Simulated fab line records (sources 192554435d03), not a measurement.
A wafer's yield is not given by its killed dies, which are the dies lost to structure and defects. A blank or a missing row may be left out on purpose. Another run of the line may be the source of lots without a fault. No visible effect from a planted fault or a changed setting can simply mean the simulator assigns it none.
Matching of chambers -- flow n5_finfet -- 4 sister chambers for N5_MOL_CONTACT_COAG_ETCHBACK_134 on rie_diel-06
The step etches SiO2 in CHF3, target depth 10 nm, time 6.7 s. 4 wafers are shown with their chamber, then 8 later ones without.

## EACH WAFER AND ITS CHAMBER
wafer,chamber,drypump_motor_current_A (A)
L088.4,0,5.9
L090.4,3,5.9
L090.6,2,5.3
L089.1,1,6.1

## WAFERS WITHOUT THEIR CHAMBER
wafer,drypump_motor_current_A (A)
L089.4,5.3
L089.6,6.1
L093.1,6.1
L093.5,5.3
L093.6,6.1
L096.2,5.3
L096.3,6.0
L096.4,5.2

## EACH ONE'S CHAMBER
wafer,from the rows above,in truth
L089.4,2,2
L089.6,1,1
L093.1,1,1
L093.5,2,2
L093.6,1,1
L096.2,2,2
L096.3,can't be placed: 0 or 1 or 3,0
L096.4,2,2
7 of 8 placed correctly. From these rows, 1 cannot be placed; in 1 the true chamber is one of the candidates. Number placed wrongly: 0.
How it was worked out, from the rows above alone: a wafer's distance from a chamber is the root of the sum, over the readings, of the square of ((its reading less the chamber's mean) divided by the reading's scatter). If the next closest chamber is less than 2 further off than the closest, the wafer can't be placed; otherwise it belongs to the closest. Each chamber's mean is taken over the wafers shown for it. The scatter: root of mean squared gap, hidden wafer to nearest shown wafer, with one shown wafer a chamber.
